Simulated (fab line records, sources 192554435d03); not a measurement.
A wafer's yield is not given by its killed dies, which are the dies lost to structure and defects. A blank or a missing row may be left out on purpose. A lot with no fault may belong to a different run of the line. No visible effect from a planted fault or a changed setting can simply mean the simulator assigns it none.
Matching of chambers || flow n5 finfet || 4 sister chambers for N5_BEOL_M6_ALD_77 on ald metal-04
The step deposits TaN, target thk 2 nm, pulse time 2 s, purge time 3 s. 4 wafers are shown with their chamber, then 8 later ones without.

EACH WAFER AND ITS CHAMBER
{"wafer": "L084.6", "chamber": 0, "heater power w (W)": 431}
{"wafer": "L085.2", "chamber": 3, "heater power w (W)": 378}
{"wafer": "L085.5", "chamber": 1, "heater power w (W)": 455}
{"wafer": "L086.1", "chamber": 2, "heater power w (W)": 379}

WAFERS WITHOUT THEIR CHAMBER
{"wafer": "L086.3", "heater power w (W)": 457}
{"wafer": "L086.5", "heater power w (W)": 422}
{"wafer": "L090.2", "heater power w (W)": 375}
{"wafer": "L090.3", "heater power w (W)": 464}
{"wafer": "L090.5", "heater power w (W)": 376}
{"wafer": "L092.1", "heater power w (W)": 417}
{"wafer": "L092.2", "heater power w (W)": 459}
{"wafer": "L092.3", "heater power w (W)": 371}

WHICH CHAMBER EACH ONE RAN IN
{"wafer": "L086.3", "from the rows above": 1, "in truth": 1}
{"wafer": "L086.5", "from the rows above": 0, "in truth": 0}
{"wafer": "L090.2", "from the rows above": "can't be placed: 3 or 2", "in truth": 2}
{"wafer": "L090.3", "from the rows above": 1, "in truth": 1}
{"wafer": "L090.5", "from the rows above": "can't be placed: 3 or 2", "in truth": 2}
{"wafer": "L092.1", "from the rows above": 0, "in truth": 0}
{"wafer": "L092.2", "from the rows above": 1, "in truth": 1}
{"wafer": "L092.3", "from the rows above": "can't be placed: 3 or 2", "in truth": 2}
Correct placement for 5 of the 8. Can't be placed from these rows: 3 (the true chamber is among the candidates in 3). Number placed wrongly: 0.
How it was worked out, from the rows above alone: a wafer's distance from a chamber is the root of the sum, over the readings, of the square of ((its reading less the chamber's mean) divided by the reading's scatter). The wafer belongs to the nearest chamber; if the next one is less than 2 further off, it can't be placed. The mean given for a chamber averages the wafers shown for that chamber. The scatter: with one shown wafer a chamber, the root of the mean of the squares of how far each hidden wafer lies from its nearest shown one.
